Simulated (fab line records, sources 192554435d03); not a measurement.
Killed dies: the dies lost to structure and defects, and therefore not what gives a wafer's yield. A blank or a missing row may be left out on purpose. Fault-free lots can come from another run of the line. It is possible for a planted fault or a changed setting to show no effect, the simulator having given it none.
Struck lot and sound lot, side by side	flow n5-finfet	38 out of 1938 route steps
Sound: wafers L208.1, L208.3, L208.6. Struck: wafer L221.4 (left out: L221.6, a lot-mate that was not struck); the cause follows at the end.
Order at every step that has rows: each side's tool, ch and its chambers, its first start. Under that, the readings that differ: sound wafers	struck wafers	difference of the means	sigmas: that difference in standard deviations of wafers without a fault.
alike: same words and numbers on both sides, and readings whose means sit less than 2 such deviations apart. not compared: any withheld reading, any reading some wafer has no value for, any bound like >300 that may hide the same value, and any number with overlapping values for which the record gives no deviation.
A row with sigmas, a row that says differs or no value, or rows on one side alone: a step with any of these is where the two part. Numbers that don't overlap but have no deviation are shown without sigmas and don't part them. A reading that every wafer of one side lacks parts them only if that side has two wafers or more.

first, 9 steps without rows for these wafers: N5_BEOL_M1_ANNEAL_95 (time 240 s); N5_BEOL_M1_SPUTTER_96 (material Cu, target thk 4.5 nm, time 8.29 s); N5_BEOL_M1_ECD_50 (material Cu, target thk 300 nm); N5_BEOL_M1_ANNEAL_51 (time 90 s); N5_BEOL_M1_CMP_52 (polishes, stops on SiOC, t overpolish 6.8 s, target thk 40 nm); N5_BEOL_M1_PRE_CLEAN_60 (time 15 s); N5_BEOL_M1_CO_CAP_55 (material Co, precursor CCTBA/H2, target thk 2 nm, time 102.1 s); N5_BEOL_M1_PRE_CLEAN_56 (time 15 s); N5_BEOL_M1_DEP_57 (deposits SiCN from 3MS/NH3, target thk 8 nm, time 14 s).
N5_BEOL_M2_ILD_DEP_00: deposits SiOC from DEMS/O2, target thk 79 nm, time 15.3 s.
  sound on pecvd-01 ch 1,2, day 7 22:49; struck on pecvd-01 ch 1, day 10 18:51
reading	sound	struck	difference	sigmas
model.SiOC_of_BEOL_M2_ILD_DEP_00.thk-nm (nm)	76.6 78.4 77.2	107	+30	
  alike: heater-power-w, showerhead-plenum-p-Torr, throttle-valve-pct
N5_BEOL_M2_THK_MEAS_01:
  sound on film-metro-01 at day 7 22:53; struck on film-metro-01 at day 10 18:54
reading	sound	struck	difference	sigmas
M2_ILD_THK (nm)	76.4 78.5 77.2	107.0	+29.6	+27
then, 24 steps without rows for these wafers: N5_BEOL_M2_PECVD_72 (deposits SiO2 from TEOS/O2, target thk 16 nm, time 18 s); N5_BEOL_M2_HM_DEP_02 (deposits TiN, target thk 20 nm); N5_BEOL_M2_COAT_61 (time 60 s, resist thk 60 nm); N5_BEOL_M2_COAT_62 (time 60 s, resist thk 12 nm); N5_BEOL_M2_COAT_73 (time 60 s, resist thk 5 nm); N5_BEOL_M2_COAT_05 (resist thk 30 nm); N5_BEOL_M2_EBR_07; N5_BEOL_M2_SOFTBAKE_06 (time 60 s); N5_BEOL_M2_EXPOSE_08 (exposes mask M2); N5_BEOL_M2_PEB_09 (peb time 60 s); N5_BEOL_M2_DEVELOP_10 (develop time 30 s); N5_BEOL_M2_DESCUM_16 (chemistry O2, time 7 s); N5_BEOL_M2_ETCH_74 (etches underlayer in N2/H2, target depth 6.5 nm, time 5.2 s); N5_BEOL_M2_ETCH_63 (etches SiARC in CF4, target depth 15.6 nm, time 26 s); N5_BEOL_M2_ETCH_64 (etches SOC in N2/H2, target depth 75 nm, overetch 22.5 nm, time 121.9 s); N5_BEOL_M2_STRIP_65 (strips in N2/H2); N5_BEOL_M2_STRIP_75 (strips in N2/H2); N5_BEOL_M2_STRIP_66 (strips in CF4); N5_BEOL_M2_HM_OPEN_17 (chemistry Cl2/BCl3, target TiN, target depth 20 nm, overetch 6 nm); N5_BEOL_M2_STRIP_19 (strips in O2); N5_BEOL_M2_COAT_67 (time 60 s, resist thk 60 nm); N5_BEOL_M2_COAT_68 (time 60 s, resist thk 12 nm); N5_BEOL_M2_COAT_76 (time 60 s, resist thk 5 nm); N5_BEOL_M2_COAT_22 (resist thk 30 nm).
N5_BEOL_M2_CMP_52: polishes, stops on SiOC, t overpolish 6.8 s, target thk 40 nm.
  sound on cmp-01 ch 0,2, day 8 22:13; struck on cmp-03 ch 2, day 11 11:50
reading	sound	struck	difference	sigmas
model.SiOC_of_BEOL_M2_ILD_DEP_00.thk-nm (nm)	73.6 75.4 74.2	104	+30	
  alike: motor-current-A
N5_BEOL_M4_RC_MEAS_101:
  the record has rows for the sound wafers here (prober-02 ch 0, day 10 00:46) and none for the struck ones
-- record jumps: 6 days separate the struck wafers' starts on either side; left off in module BEOL_M4, taken up again in module PASSIVATION, whose first shown step is the route's number 1936 --
N5_PASSIVATION_PROBE_49:
  rows exist in the record for the struck wafers here (prober-01, day 17 04:08), but not for the sound ones

== WHERE THEY PART ==
At N5_BEOL_M2_THK_MEAS_01 first; at N5_PASSIVATION_PROBE_49 last (within this record only).

WHY: the cause the simulator had injected
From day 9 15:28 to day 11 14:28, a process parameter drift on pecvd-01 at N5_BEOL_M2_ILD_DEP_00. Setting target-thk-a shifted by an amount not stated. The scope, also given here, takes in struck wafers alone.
